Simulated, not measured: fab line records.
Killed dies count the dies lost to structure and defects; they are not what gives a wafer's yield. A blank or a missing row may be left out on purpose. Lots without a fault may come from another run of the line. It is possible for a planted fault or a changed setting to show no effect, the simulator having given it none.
Which tool is to blame?	flow nand-harc	39 wafers from 13 lots sampled at 5 of the route's 1302 steps

WHAT EACH GAUGE READ, for each wafer
NHARC_P_GATE_INSPECT_68. Usual: raw-defect-count reads 206 (standard deviation 72).
lot	measured	on	raw-defect-count	flag
L430	day 5 19:23	defect-inspect-01	228 165 115	
L432	day 6 10:58	defect-inspect-01	170 269 218	
L433	day 7 02:02	defect-inspect-01	309 294 416	
L434	day 7 09:10	defect-inspect-02	165 136 339	
L436	day 8 11:24	defect-inspect-01	186 219 181	
L437	day 8 23:20	defect-inspect-01	244 121 147	
L439	day 9 19:44	defect-inspect-02	397 615 472 397 616 453	OFF
L441	day 10 18:37	defect-inspect-01	437 429 470 434 435 476	OFF
L448	day 13 10:23	defect-inspect-02	247 331 218	
L449	day 13 10:49	defect-inspect-02	93 197 85	
L451	day 14 11:20	defect-inspect-01	153 238 176	
L452	day 14 19:50	defect-inspect-01	180 148 118	
L453	day 15 10:38	defect-inspect-01	180 98 105	

NHARC_P_CONTACT_OVL_MEAS_13. Usual: overlay-x-nm 0.1 nm, standard deviation 0.89; overlay-y-nm 0.1 nm, standard deviation 1.1.
lot	measured	on	overlay-x-nm (nm)	overlay-y-nm (nm)	flag
L430	day 5 21:05	overlay-02	-0.1 -1.1 -0.9	0.6 0.1 0.4	
L432	day 6 12:40	overlay-02	0.0 -0.2 -0.8	0.0 0.5 -0.4	
L433	day 7 03:44	overlay-01	1.0 1.3 0.6	-1.0 -0.4 -1.3	
L434	day 7 10:52	overlay-01	0.5 0.7 0.3	0.1 0.6 0.4	
L436	day 8 13:05	overlay-01	-0.2 -0.7 -1.3	-1.4 -1.0 -0.8	
L437	day 9 01:02	overlay-01	0.8 0.7 1.5	1.9 1.2 1.3	
L439	day 10 03:25	overlay-01	1.3 1.1 1.5	0.7 0.8 1.0	
L441	day 11 01:41	overlay-01	-0.1 0.1 0.2	-0.6 -0.8 0.0	
L448	day 13 11:57	overlay-02	0.5 0.4 -0.4	1.4 1.3 0.8	
L449	day 13 12:31	overlay-02	-0.9 -0.8 -1.0	0.2 0.0 0.1	
L451	day 14 12:55	overlay-02	1.6 1.6 1.4	-0.7 -0.3 -0.6	
L452	day 14 21:47	overlay-01	0.2 0.2 -0.1	0.1 0.4 0.0	
L453	day 15 12:19	overlay-02	-2.1 -1.3 -1.6	0.2 0.2 0.3	

TOOL THAT RAN EACH LOT (tool first, then ch and the chambers of the sampled wafers, then the start)
lot	NHARC_P_GATE_STRIP_112	NHARC_P_GATE_STRIP_95	NHARC_P_GATE_RTA_64
L430	plasma-asher-02 ch 0,1, day 5 14:50	plasma-asher-02 ch 0,1, day 5 17:30	rtp-anneal-01 ch 0, day 5 18:08
L432	plasma-asher-02 ch 0,1, day 6 06:40	plasma-asher-02 ch 0,1, day 6 09:01	rtp-anneal-02 ch 0, day 6 09:38
L433	plasma-asher-01 ch 0,1, day 6 21:53	plasma-asher-02 ch 0,1, day 7 00:14	rtp-anneal-01 ch 0, day 7 00:50
L434	plasma-asher-02 ch 0,1, day 7 04:54	plasma-asher-02 ch 0,1, day 7 07:20	rtp-anneal-01 ch 0, day 7 07:53
L436	plasma-asher-01 ch 0,1, day 8 07:10	plasma-asher-02 ch 0,1, day 8 09:34	rtp-anneal-01 ch 0, day 8 10:10
L437	plasma-asher-01 ch 0,1, day 8 19:12	plasma-asher-02 ch 0,1, day 8 21:32	rtp-anneal-02 ch 0, day 8 22:08
L439	plasma-asher-01 ch 0,1, day 9 15:37	plasma-asher-02 ch 1, day 9 17:55	rtp-anneal-01 ch 0, day 9 18:30
L441	plasma-asher-02 ch 0,1, day 10 14:34	plasma-asher-02 ch 0,1, day 10 16:48	rtp-anneal-01 ch 0, day 10 17:24
L448	plasma-asher-02 ch 0,1, day 13 06:04	plasma-asher-02 ch 0,1, day 13 08:23	rtp-anneal-01 ch 0, day 13 08:56
L449	plasma-asher-02 ch 0,1, day 13 06:35	plasma-asher-01 ch 0,1, day 13 08:59	rtp-anneal-02 ch 0, day 13 09:32
L451	plasma-asher-01 ch 0,1, day 14 07:05	plasma-asher-01 ch 0,1, day 14 09:31	rtp-anneal-02 ch 0, day 14 10:07
L452	plasma-asher-01 ch 0,1, day 14 15:38	plasma-asher-02 ch 0,1, day 14 18:01	rtp-anneal-01 ch 0, day 14 18:36
L453	plasma-asher-02 ch 0,1, day 15 06:31	plasma-asher-01 ch 0,1, day 15 08:50	rtp-anneal-01 ch 0, day 15 09:24
- NHARC_P_GATE_STRIP_112: strips in N2/H2, time 200 s.
- NHARC_P_GATE_STRIP_95: strips in O2.
- NHARC_P_GATE_RTA_64: time 1 s.

WHAT THE TOOLS THEMSELVES READ (means of the sampled wafers that have a number; where no wafer has one, the mark that the record gives instead)
NHARC_P_GATE_STRIP_112. Usual: drypump-motor-current-A 5.43 A, standard deviation 0.3; heater-power-w 90 W, standard deviation 9.3.
lot	tool	drypump-motor-current-A (A)	heater-power-w (W)	flag
L430	plasma-asher-02	5.45	82	
L432	plasma-asher-02	5.51	81	
L433	plasma-asher-01	5.49	102	
L434	plasma-asher-02	5.45	81	
L436	plasma-asher-01	5.23	96	
L437	plasma-asher-01	5.24	96	
L439	plasma-asher-01	5.22	98	
L441	plasma-asher-02	5.51	83	
L448	plasma-asher-02	5.51	84	
L449	plasma-asher-02	5.48	84	
L451	plasma-asher-01	5.50	99	
L452	plasma-asher-01	5.49	99	
L453	plasma-asher-02	5.45	82	

NHARC_P_GATE_STRIP_95. Usual: drypump-motor-current-A 5.43 A, standard deviation 0.3; heater-power-w 334 W, standard deviation 33.
lot	tool	drypump-motor-current-A (A)	heater-power-w (W)	flag
L430	plasma-asher-02	5.45	305	
L432	plasma-asher-02	5.47	307	
L433	plasma-asher-02	5.45	309	
L434	plasma-asher-02	5.45	306	
L436	plasma-asher-02	5.46	304	
L437	plasma-asher-02	5.47	305	
L439	plasma-asher-02	5.40	299	
L441	plasma-asher-02	5.50	308	
L448	plasma-asher-02	5.45	316	
L449	plasma-asher-01	5.22	362	
L451	plasma-asher-01	5.23	362	
L452	plasma-asher-02	5.46	308	
L453	plasma-asher-01	5.23	356	

NHARC_P_GATE_RTA_64. Usual: lamp-power-pct 31.8 %, standard deviation 0.72; lamp_zone_5_pct 31.8 %, standard deviation 0.73; wafer_temp_C_max 1056.4, standard deviation 1.3.
lot	tool	lamp-power-pct (%)	lamp_zone_5_pct (%)	wafer_temp_C_max	flag
L430	rtp-anneal-01	32.4	32.4	1056.2	
L432	rtp-anneal-02	30.9	30.9	1055.8	
L433	rtp-anneal-01	32.3	32.4	1057.3	
L434	rtp-anneal-01	32.4	32.4	1056.5	
L436	rtp-anneal-01	32.4	32.4	1058.5	
L437	rtp-anneal-02	30.9	30.8	1055.1	
L439	rtp-anneal-01	32.4	32.4	1057.7	
L441	rtp-anneal-01	32.3	32.4	1057.5	
L448	rtp-anneal-01	32.4	32.4	1057.0	
L449	rtp-anneal-02	30.9	30.9	1055.7	
L451	rtp-anneal-02	30.9	30.9	1056.8	
L452	rtp-anneal-01	32.4	32.4	1058.1	
L453	rtp-anneal-01	32.3	32.4	1056.1	

THE ANSWER, worked out from the rows above alone
Rule: a lot counts as off when the mean over its wafers that have a number is more than 3 standard deviations away from the usual mean. A lot without any number at a reading at which 4 lots or more have one is off too. Any other lot the step has rows for is counted as sound. Order of review: gauges by route order, followed by the tools' own readings, for which a lot's mean as printed above is used. The first step at which some lot is off is used, and at that step the reading that is off furthest; a lot without a number counts as furthest.
Off at NHARC_P_GATE_INSPECT_68 (raw-defect-count): L439, L441.
If a tool, at a process step before that reading, ran all the lots that are off and no sound lot after the first of them, it fits. The gauges at NHARC_P_GATE_INSPECT_68 are tried like those tools. No candidate that was tried fits.

WHAT HAD BEEN PUT IN BY THE SIMULATOR
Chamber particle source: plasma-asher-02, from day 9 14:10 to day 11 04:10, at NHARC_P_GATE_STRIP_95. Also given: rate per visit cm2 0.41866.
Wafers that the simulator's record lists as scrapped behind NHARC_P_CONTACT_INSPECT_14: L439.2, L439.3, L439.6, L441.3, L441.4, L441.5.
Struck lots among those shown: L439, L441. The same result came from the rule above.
